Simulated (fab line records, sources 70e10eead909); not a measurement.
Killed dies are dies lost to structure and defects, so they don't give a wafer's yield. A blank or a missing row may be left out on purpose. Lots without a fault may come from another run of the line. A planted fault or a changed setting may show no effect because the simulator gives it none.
fab line records | flow nand_harc | part 1 of 2: steps 1 to 32 of 38
record lots=5 wafers=15 last_day=28
route steps=1302 shown A_STAIRCASE@771
lots that met no fault: from a run of the same line without faults
start_h: hours from the record's first day to the start of the lot's first wafer shown | wait_h: hours since the lot's step before | " the same as in the row above | L1.1+2: a row that stands for several wafers | - no value, or no start given | * or withheld: withheld | < > ~ a bound
route shown NAME@n: a module of which the file shows steps, and the number in the route of the first | usual: mean/standard deviation of fault-free wafers | same: alike in all rows | chamber/n: place in a boat | sites: the reading at each site | _std_site: their standard deviation | _edge_site: outer sites' mean less inner sites' | radius_mm: how far each site lies from the wafer's centre | mask NAME#n: copy n | behind: the tool/chamber that last shaped the wafer | hold: why the lot was held/for how many hours/how that ended | device: the transistor (n, p or np) that didn't switch | end of line: the same wafers' tests at the end of the route | a step without rows: its recipe alone | killed: dies lost to structure and defects at the first sort, not the wafer's yield | map: a wafer's dies, x killed, . not, _ none there
set.NAME: the setting as run; set.NAME@STEP: as run at that earlier step | model.NAME: the simulator's own value behind a step, which no gauge read
lots at some steps of the route; a table a step, a row a wafer
services: from which hour (start_h, from the record's first day; less than 0 if before it) a tool's chamber was out of use, for how many hours, and why
## steps
# step NHARC_A_STAIRCASE_SRD_257
# columns lot.wafer tool chamber start_h wait_h
L075.4+2+6 wet_bench-05 2,3,4 - -
L077.6+4+3 wet_bench-06 2,3,4 - -
L080.1+2+3 wet_bench-06 3,4,7 - -
L085.2+1+3 wet_bench-05 1,3,4 - -
L084.3+4+1 wet_bench-06 7,1,4 - -
# step NHARC_A_STAIRCASE_HM_DEP_456
# recipe target_thk_a=31000 temp_c=400 material=aC
# usual throttle_valve_pct=34.999/0.0097
# columns lot.wafer tool chamber start_h wait_h throttle_valve_pct
L075.2 acl_dep-02 0 373.88 - 35.015
L075.4 " 0 " " 35.009
L075.6 " 0 " " 35.007
L077.3 acl_dep-01 0 405.85 - 34.979
L077.4 " 0 " " 35.003
L077.6 " 0 " " 35.015
L080.1 acl_dep-03 0 423.18 - 34.994
L080.2 " 0 " " 35.002
L080.3 " 0 " " 34.984
L085.1 acl_dep-01 0 477.94 - 34.988
L085.2 " 0 " " 35.019
L085.3 " 0 " " 34.994
L084.1 acl_dep-02 0 484.13 - 34.996
L084.3 " 0 " " 35.009
L084.4 " 0 " " 35.009
# step NHARC_A_STAIRCASE_DEP_259
# recipe target_thk_a=300 target_thk_nm=30 temp_c=400 pressure_torr=3.5 flow_sccm=200 rf_w=350 material=SiON
# usual heater_power_w=707/85
# columns lot.wafer tool chamber start_h wait_h heater_power_w
L075.2 pecvd-01 2 375.45 1.3 719
L075.6 " 2 " " 717
L075.4 " 0 " " 696
L077.3 pecvd-01 2 407.13 1.0 708
L077.6 " 2 " " 721
L077.4 " 0 " " 784
L080.1 pecvd-02 0 425.05 1.6 829
L080.3 " 1 " " 807
L080.2 " 2 " " 671
L085.2 pecvd-02 0 479.81 1.2 702
L085.1 " 1 " " 839
L085.3 " 2 " " 703
L084.1 pecvd-02 0 485.96 1.5 759
L084.3 " 1 " " 802
L084.4 " 1 " " 796
# step NHARC_A_STAIRCASE_DEHYDRATE_260
# recipe temp_c=150 time_s=120
# columns lot.wafer tool chamber start_h wait_h
L075.2+4+6 litho_track-02 0 375.72 0.2
L077.3+4+6 litho_track-05 0 407.37 0.2
L080.1+2+3 litho_track-07 0 425.32 0.2
L085.1+2+3 litho_track-02 0 480.08 0.2
L084.1+3+4 litho_track-07 0 486.23 0.2
# step NHARC_A_STAIRCASE_HMDS_261
# recipe time_s=30
# columns lot.wafer tool chamber start_h wait_h
L075.2+4+6 litho_track-02 0 - -
L077.3+4+6 litho_track-05 0 - -
L080.1+2+3 litho_track-07 0 - -
L085.1+2+3 litho_track-02 0 - -
L084.1+3+4 litho_track-07 0 - -
# step NHARC_A_STAIRCASE_COAT_262
# recipe spin_rpm=1200
# columns lot.wafer tool chamber start_h wait_h
L075.2+4+6 litho_track-02 0 - -
L077.3+4+6 litho_track-05 0 - -
L080.1+2+3 litho_track-07 0 - -
L085.1+2+3 litho_track-02 0 - -
L084.1+3+4 litho_track-07 0 - -
# step NHARC_A_STAIRCASE_SOFTBAKE_263
# recipe temp_c=135 time_s=170
# columns lot.wafer tool chamber start_h wait_h
L075.2+4+6 litho_track-02 0 - -
L077.3+4+6 litho_track-05 0 - -
L080.1+2+3 litho_track-07 0 - -
L085.1+2+3 litho_track-02 0 - -
L084.1+3+4 litho_track-07 0 - -
# step NHARC_A_STAIRCASE_EBR_264
# columns lot.wafer tool chamber start_h wait_h
L075.2+4+6 litho_track-02 0 - -
L077.3+4+6 litho_track-05 0 - -
L080.1+2+3 litho_track-07 0 - -
L085.1+2+3 litho_track-02 0 - -
L084.1+3+4 litho_track-07 0 - -
# step NHARC_A_STAIRCASE_EXPOSE_265
# recipe na=0.5 dose_mj=25.01 mask_id=CHOP_200
# columns lot.wafer tool chamber start_h wait_h mask
L075.2+4+6 krf_scanner-04 0 376.06 - CHOP_200#0
L077.3+4+6 krf_scanner-04 0 407.71 - CHOP_200#0
L080.1+2+3 krf_scanner-04 0 425.52 - CHOP_200#0
L085.1+2+3 krf_scanner-03 0 480.41 - CHOP_200#0
L084.1+3+4 krf_scanner-04 0 486.57 - CHOP_200#0
# step NHARC_A_STAIRCASE_PEB_266
# recipe peb_temp_c=115 peb_time_s=130
# columns lot.wafer tool chamber start_h wait_h
L075.2+4+6 litho_track-07 0 376.12 0.1
L077.3+4+6 litho_track-07 0 407.77 0.1
L080.1+2+3 litho_track-07 0 425.59 0.1
L085.1+2+3 litho_track-02 0 480.48 0.1
L084.1+3+4 litho_track-07 0 486.63 0.1
# step NHARC_A_STAIRCASE_DEVELOP_267
# recipe time_s=140
# columns lot.wafer tool chamber start_h wait_h
L075.2+4+6 litho_track-07 0 - -
L077.3+4+6 litho_track-07 0 - -
L080.1+2+3 litho_track-07 0 - -
L085.1+2+3 litho_track-02 0 - -
L084.1+3+4 litho_track-07 0 - -
# step NHARC_A_STAIRCASE_HARDBAKE_269
# recipe temp_c=120 time_s=140
# columns lot.wafer tool chamber start_h wait_h
L075.2+4+6 litho_track-02 0 376.34 -
L077.3+4+6 litho_track-05 0 408.00 -
L080.1+2+3 litho_track-07 0 425.81 -
L085.1+2+3 litho_track-02 0 480.69 -
L084.1+3+4 litho_track-07 0 486.85 -
# step NHARC_A_STAIRCASE_DESCUM_270
# recipe time_s=3 o2_flow_sccm=200 ar_flow_sccm=0 bias_power_w=0 chemistry=O2
# usual drypump_motor_current_A=5.7/0.42 oes_product_au=0.997/0.013 rf_vpp_V=57.6/0.78 showerhead_plenum_p_Torr=1.89/0.052 throttle_valve_pct=11.312/0.009
# columns lot.wafer tool chamber start_h wait_h drypump_motor_current_A oes_product_au rf_hours_counter_h rf_vpp_V showerhead_plenum_p_Torr throttle_valve_pct
L075.4 rie_diel-07 1 376.45 - 6.0 0.972 22 57.5 1.88 11.302
L075.2 " 2 " " 5.4 1.013 21 56.8 2.03 11.304
L075.6 " 0 " " 6.3 0.987 - 58.1 1.86 11.319
L077.3 rie_diel-07 1 408.64 - 6.1 0.981 34 58.0 1.88 11.306
L077.4 " 0 " " 6.3 1.003 35 56.4 1.86 11.322
L077.6 " 2 " " 5.5 1.025 - 58.4 2.03 11.319
L080.3 rie_diel-07 1 425.91 - 6.1 0.991 40 58.2 1.87 11.319
L080.2 " 2 " " 5.4 1.028 36 57.1 2.03 11.307
L080.1 " 3 " " 5.0 1.005 32 57.9 1.89 11.311
L085.1 rie_diel-11 2 480.79 - 5.4 0.983 14 58.0 1.86 11.313
L085.2 " 0 " " 5.8 0.992 14 58.1 1.90 11.312
L085.3 " 1 " " 5.9 0.993 13 57.5 1.87 11.313
L084.4 rie_diel-07 0 486.96 - 6.3 0.982 0 57.7 1.85 11.339
L084.3 " 1 " " 6.1 1.008 0 58.3 1.87 11.304
L084.1 " 2 " " 5.4 1.009 1 58.8 2.02 11.301
# step NHARC_A_STAIRCASE_ETCH_271
# recipe cf4_flow_sccm=100 chf3_flow_sccm=30 ar_flow_sccm=0 rf_w=500 bias_w=200 chemistry=CF4/CHF3
# usual drypump_motor_current_A=5.7/0.42 oes_product_au=0.945/0.021 rf_vpp_V=370.1/1.6 showerhead_plenum_p_Torr=1.56/0.041 throttle_valve_pct=16.802/0.0094
# columns lot.wafer tool chamber start_h wait_h drypump_motor_current_A oes_product_au rf_hours_counter_h rf_vpp_V showerhead_plenum_p_Torr throttle_valve_pct
L075.2 rie_diel-07 1 376.52 0.1 6.1 0.965 22 369.2 1.55 16.798
L075.4 " 2 " " 5.5 0.987 21 372.6 1.66 16.807
L075.6 " 1 " " 6.1 0.956 - 370.0 1.55 16.808
L077.4 rie_diel-07 0 408.81 0.1 6.3 0.926 35 369.3 1.53 16.789
L077.3 " 1 " " 6.1 0.911 35 368.5 1.54 16.799
L077.6 " 2 " " 5.4 0.951 - 374.0 1.66 16.807
L080.1 rie_diel-07 3 426.00 0.1 5.0 0.982 32 368.6 1.55 16.814
L080.3 " 0 " " 6.3 0.951 41 369.7 1.53 16.804
L080.2 " 1 " " 6.1 0.951 40 368.8 1.54 16.807
L085.2 rie_diel-11 0 480.93 0.1 5.7 0.946 14 371.4 1.56 16.789
L085.3 " 1 " " 5.9 0.940 13 371.0 1.54 16.793
L085.1 " 2 " " 5.3 0.935 14 368.4 1.53 16.779
L084.1 rie_diel-07 2 487.21 0.2 5.4 0.952 1 372.8 1.66 16.816
L084.3 " 3 " " 5.0 0.955 1 370.7 1.55 16.808
L084.4 " 0 " " 6.3 0.927 0 368.4 1.53 16.798
# step NHARC_A_STAIRCASE_HM_OPEN_457
# recipe o2_flow_sccm=400 cos_flow_sccm=20 ar_flow_sccm=0 rf_w=500 bias_w=300 chemistry=O2/COS
# usual drypump_motor_current_A=5.7/0.42 oes_product_au=0.996/0.012 rf_vpp_V=466.4/1.9 showerhead_plenum_p_Torr=3.09/0.081 throttle_valve_pct=28.330/0.0091
# columns lot.wafer tool chamber start_h wait_h drypump_motor_current_A oes_product_au rf_hours_counter_h rf_vpp_V showerhead_plenum_p_Torr throttle_valve_pct
L075.2 rie_diel-07 1 - - 6.1 0.993 22 466.5 3.07 28.320
L075.4 " 2 " " 5.5 1.017 21 472.2 3.30 28.324
L075.6 " 1 " " 6.1 0.997 - 465.8 3.07 28.329
L077.4 rie_diel-07 2 - - 5.5 1.005 34 471.6 3.30 28.323
L077.3 " 3 " " 5.0 1.003 27 466.6 3.08 28.326
L077.6 " 1 " " 6.1 0.988 - 465.1 3.06 28.326
L080.2 rie_diel-07 3 - - 5.0 1.005 32 467.4 3.08 28.331
L080.1 " 0 " " 6.2 1.002 41 464.9 3.03 28.348
L080.3 " 2 " " 5.5 1.015 36 469.6 3.29 28.326
L085.1 rie_diel-11 2 - - 5.4 0.995 14 463.2 3.04 28.328
L085.2 " 3 " " 5.1 1.005 15 467.3 3.11 28.323
L085.3 " 0 " " 5.7 0.989 14 467.1 3.10 28.337
L084.1 rie_diel-07 0 - - 6.3 0.983 1 464.1 3.03 28.328
L084.4 " 2 " " 5.5 1.006 1 470.1 3.29 28.323
L084.3 " 3 " " 5.0 0.985 1 466.1 3.07 28.320
# step NHARC_A_STAIRCASE_STRIP_458
# recipe o2_flow_sccm=400 cos_flow_sccm=20 ar_flow_sccm=0 bias_w=0 chemistry=O2/COS
# columns lot.wafer tool chamber start_h wait_h
L075.2+4+6 rie_diel-07 2,3,1 - -
L077.3+4+6 rie_diel-07 1,0,1 - -
L080.1+3+2 rie_diel-07 2,3,0 - -
L085.3+1+2 rie_diel-11 1,2,3 - -
L084.4+1+3 rie_diel-07 3,0,2 - -
# step NHARC_A_STAIRCASE_ETCH_451
# recipe target_depth_a=300 overetch_a=30 time_s=16.5 ion_energy_ev=100 cf4_flow_sccm=80 o2_flow_sccm=20 ar_flow_sccm=0 rf_w=300 bias_w=100 chemistry=CF4/O2
# usual drypump_motor_current_A=5.6/0.42 oes_ar_750_au=1.000/0.0049 oes_product_au=0.997/0.012 rf_vpp_V=197.4/1.1 showerhead_plenum_p_Torr=1.32/0.033 throttle_valve_pct=13.397/0.0087
# columns lot.wafer tool chamber start_h wait_h drypump_motor_current_A oes_ar_750_au oes_product_au rf_hours_counter_h rf_vpp_V showerhead_plenum_p_Torr throttle_valve_pct
L075.4 rie_diel-07 0 - - 6.3 1.005 0.999 25 197.0 1.30 13.394
L075.2 " 1 " " 6.1 1.005 0.989 22 197.3 1.31 13.391
L075.6 " 0 " " 6.3 0.992 1.002 - 197.0 1.30 13.404
L077.3 rie_diel-07 1 - - 6.1 1.001 0.983 35 197.5 1.31 13.397
L077.4 " 3 " " 5.0 1.005 1.000 - 198.0 1.32 13.394
L077.6 " 0 " " 6.3 0.992 0.999 - 197.9 1.30 13.403
L080.2 rie_diel-07 0 - - 6.3 1.005 0.990 41 196.3 1.30 13.384
L080.1 " 2 " " 5.4 0.993 1.009 36 198.7 1.41 13.377
L080.3 " 3 " " 5.0 0.998 1.008 32 197.1 1.32 13.411
L085.2 rie_diel-11 1 - - 5.8 1.004 0.999 13 196.3 1.31 13.395
L085.3 " 2 " " 5.3 0.993 0.984 14 197.2 1.30 13.398
L085.1 " 3 " " 5.1 1.001 1.015 15 197.3 1.33 13.393
L084.3 rie_diel-07 2 - - 5.4 1.007 1.008 2 199.4 1.41 13.391
L084.4 " 3 " " 5.0 1.003 1.014 2 197.2 1.31 13.415
L084.1 " 0 " " 6.2 0.996 0.981 1 197.7 1.29 13.418
# step NHARC_A_STAIRCASE_ETCH_273
# recipe target_depth_a=1.02e+05 time_s=2468.6 ion_energy_ev=800 c4f8_flow_sccm=80 o2_flow_sccm=60 ar_flow_sccm=withheld rf_w=600 bias_w=3000 chemistry=C4F8/O2/Ar
# usual oes_product_au=0.930/0.013 rf_vpp_V=1824/6.2
# columns lot.wafer tool chamber start_h wait_h oes_product_au rf_hours_counter_h rf_vpp_V
L075.2 rie_diel-07 2 - - 0.956 22 1840
L075.4 " 0 " " 0.943 25 1819
L075.6 " 3 " " 0.955 - 1825
L077.3 rie_diel-07 1 - - 0.905 36 1822
L077.4 " 0 " " 0.916 - 1820
L077.6 " 1 " " 0.916 - 1821
L080.2 rie_diel-07 0 - - 0.935 41 1819
L080.1 " 2 " " 0.967 36 1841
L080.3 " 3 " " 0.955 33 1823
L085.2 rie_diel-11 0 - - 0.918 15 1826
L085.1 " 1 " " 0.935 14 1822
L085.3 " 2 " " 0.915 14 1820
L084.1 rie_diel-07 3 - - 0.941 2 1824
L084.4 " 0 " " 0.923 1 1818
L084.3 " 2 " " 0.941 2 1840
# step NHARC_A_STAIRCASE_STRIP_274
# recipe o2_flow_sccm=500 ar_flow_sccm=0 bias_w=0 chemistry=O2
# usual drypump_motor_current_A=5.7/0.42 oes_product_au=0.997/0.012 rf_vpp_V=57.7/0.87 showerhead_plenum_p_Torr=3.49/0.088 throttle_valve_pct=17.037/0.0094
# columns lot.wafer tool chamber start_h wait_h drypump_motor_current_A oes_product_au rf_hours_counter_h rf_vpp_V showerhead_plenum_p_Torr throttle_valve_pct
L075.4 rie_diel-07 2 - - 5.5 1.018 23 58.4 3.73 17.043
L075.2 " 3 " " 5.0 1.016 18 57.5 3.49 17.030
L075.6 " 2 " " 5.5 1.011 - 57.9 3.73 17.026
L077.3 rie_diel-07 1 - - 6.1 0.987 37 57.3 3.46 17.037
L077.6 " 0 " " 6.3 1.002 - 57.1 3.43 17.024
L077.4 " 1 " " 6.1 0.997 - 57.7 3.46 17.048
L080.3 rie_diel-07 3 - - 5.0 1.008 33 58.1 3.48 17.031
L080.1 " 1 " " 6.1 0.991 42 56.5 3.46 17.042
L080.2 " 2 " " 5.4 1.020 37 58.1 3.72 17.034
L085.3 rie_diel-11 2 - - 5.3 0.989 15 56.7 3.44 17.031
L085.1 " 3 " " 5.1 1.007 17 58.2 3.51 17.036
L085.2 " 1 " " 5.8 1.006 14 58.6 3.45 17.038
L084.1 rie_diel-07 3 - - 5.0 0.996 3 58.2 3.47 17.043
L084.3 " 0 " " 6.3 0.987 3 56.5 3.42 17.039
L084.4 " 2 " " 5.5 0.998 3 58.2 3.71 17.029
# step NHARC_A_STAIRCASE_STRIP_275
# recipe time_s=900 temp_c=130 chemistry=SPM
# columns lot.wafer tool chamber start_h wait_h
L075.6+2+4 wet_bench-05 2,3,4 379.09 -
L077.4+3+6 wet_bench-05 6,0,1 412.15 -
L080.3+1+2 wet_bench-05 0,1,5 428.88 -
L085.1+3+2 wet_bench-04 2,3,4 483.42 -
L084.1+4+3 wet_bench-06 5,1,2 490.22 -
# step NHARC_A_STAIRCASE_PRECLEAN_276
# recipe time_s=* temp_c=50 bath_age_min=0 chemistry=SC1
# columns lot.wafer tool chamber start_h wait_h
L075.6+2+4 wet_bench-05 2,3,4 - -
L077.4+3+6 wet_bench-05 6,0,1 - -
L080.3+1+2 wet_bench-05 0,1,5 - -
L085.1+3+2 wet_bench-04 2,3,4 - -
L084.1+4+3 wet_bench-06 5,1,2 - -
# step NHARC_A_STAIRCASE_SRD_277
# columns lot.wafer tool chamber start_h wait_h
L075.6+2+4 wet_bench-05 2,3,4 - -
L077.4+3+6 wet_bench-05 6,0,1 - -
L080.3+1+2 wet_bench-05 0,1,5 - -
L085.1+3+2 wet_bench-04 2,3,4 - -
L084.1+4+3 wet_bench-06 5,1,2 - -
# step NHARC_A_STAIRCASE_HM_DEP_459
# recipe target_thk_a=15000 temp_c=400 material=aC
# usual throttle_valve_pct=34.999/0.0086
# columns lot.wafer tool chamber start_h wait_h throttle_valve_pct
L075.2 acl_dep-02 0 381.88 2.3 34.994
L075.4 " 0 " " 34.981
L075.6 " 0 " " 35.001
L077.3 acl_dep-03 0 413.28 0.7 35.008
L077.4 " 0 " " 34.989
L077.6 " 0 " " 35.000
L080.1 acl_dep-01 0 432.17 2.8 35.000
L080.2 " 0 " " 34.981
L080.3 " 0 " " 34.979
L085.1 acl_dep-01 0 483.94 0.1 35.004
L085.2 " 0 " " 35.002
L085.3 " 0 " " 34.996
L084.1 acl_dep-01 0 491.35 0.7 35.013
L084.3 " 0 " " 35.009
L084.4 " 0 " " 35.010
# step NHARC_A_STAIRCASE_DEP_280
# recipe target_thk_a=300 target_thk_nm=30 temp_c=400 pressure_torr=3.5 flow_sccm=200 rf_w=350 material=SiON
# usual heater_power_w=723/74
# columns lot.wafer tool chamber start_h wait_h heater_power_w
L075.2 pecvd-01 2 383.48 1.3 730
L075.6 " 1 " " 738
L075.4 " 0 " " 644
L077.3 pecvd-03 2 414.72 1.1 630
L077.4 " 0 " " 783
L077.6 " 2 " " 635
L080.1 pecvd-02 2 434.04 1.6 690
L080.2 " 0 " " 875
L080.3 " 1 " " 843
L085.3 pecvd-01 2 485.83 1.0 718
L085.2 " 0 " " 681
L085.1 " 1 " " 768
L084.3 pecvd-02 2 493.22 0.9 706
L084.1 " 1 " " 827
L084.4 " 2 " " 708
# step NHARC_A_STAIRCASE_DEHYDRATE_281
# recipe temp_c=150 time_s=120
# columns lot.wafer tool chamber start_h wait_h
L075.2+4+6 litho_track-05 0 383.72 0.2
L077.3+4+6 litho_track-05 0 414.94 0.2
L080.1+2+3 litho_track-02 0 434.31 0.2
L085.1+2+3 litho_track-05 0 486.10 0.2
L084.1+3+4 litho_track-05 0 493.49 0.2
# step NHARC_A_STAIRCASE_HMDS_282
# recipe time_s=30
# columns lot.wafer tool chamber start_h wait_h
L075.2+4+6 litho_track-05 0 - -
L077.3+4+6 litho_track-05 0 - -
L080.1+2+3 litho_track-02 0 - -
L085.1+2+3 litho_track-05 0 - -
L084.1+3+4 litho_track-05 0 - -
# step NHARC_A_STAIRCASE_COAT_283
# recipe spin_rpm=1200
# columns lot.wafer tool chamber start_h wait_h
L075.2+4+6 litho_track-05 0 - -
L077.3+4+6 litho_track-05 0 - -
L080.1+2+3 litho_track-02 0 - -
L085.1+2+3 litho_track-05 0 - -
L084.1+3+4 litho_track-05 0 - -
# step NHARC_A_STAIRCASE_SOFTBAKE_284
# recipe temp_c=135 time_s=170
# columns lot.wafer tool chamber start_h wait_h
L075.2+4+6 litho_track-05 0 - -
L077.3+4+6 litho_track-05 0 - -
L080.1+2+3 litho_track-02 0 - -
L085.1+2+3 litho_track-05 0 - -
L084.1+3+4 litho_track-05 0 - -
# step NHARC_A_STAIRCASE_EBR_285
# columns lot.wafer tool chamber start_h wait_h
L075.2+4+6 litho_track-05 0 - -
L077.3+4+6 litho_track-05 0 - -
L080.1+2+3 litho_track-02 0 - -
L085.1+2+3 litho_track-05 0 - -
L084.1+3+4 litho_track-05 0 - -
# step NHARC_A_STAIRCASE_EXPOSE_286
# recipe na=0.5 dose_mj=25.01 mask_id=CHOP_100
# columns lot.wafer tool chamber start_h wait_h mask
L075.2+4+6 krf_scanner-04 0 383.93 - CHOP_100#0
L077.3+4+6 krf_scanner-04 0 415.28 - CHOP_100#0
L080.1+2+3 krf_scanner-03 0 434.64 - CHOP_100#0
L085.1+2+3 krf_scanner-03 0 486.44 - CHOP_100#0
L084.1+3+4 krf_scanner-04 0 493.82 - CHOP_100#0
# step NHARC_A_STAIRCASE_PEB_287
# recipe peb_temp_c=115 peb_time_s=130
# columns lot.wafer tool chamber start_h wait_h
L075.2+4+6 litho_track-07 0 383.99 0.1
L077.3+4+6 litho_track-07 0 415.34 0.1
L080.1+2+3 litho_track-07 0 434.70 0.1
L085.1+2+3 litho_track-05 0 486.50 0.1
L084.1+3+4 litho_track-07 0 493.89 0.1
# step NHARC_A_STAIRCASE_DEVELOP_288
# recipe time_s=140
# columns lot.wafer tool chamber start_h wait_h
L075.2+4+6 litho_track-07 0 - -
L077.3+4+6 litho_track-07 0 - -
L080.1+2+3 litho_track-07 0 - -
L085.1+2+3 litho_track-05 0 - -
L084.1+3+4 litho_track-07 0 - -
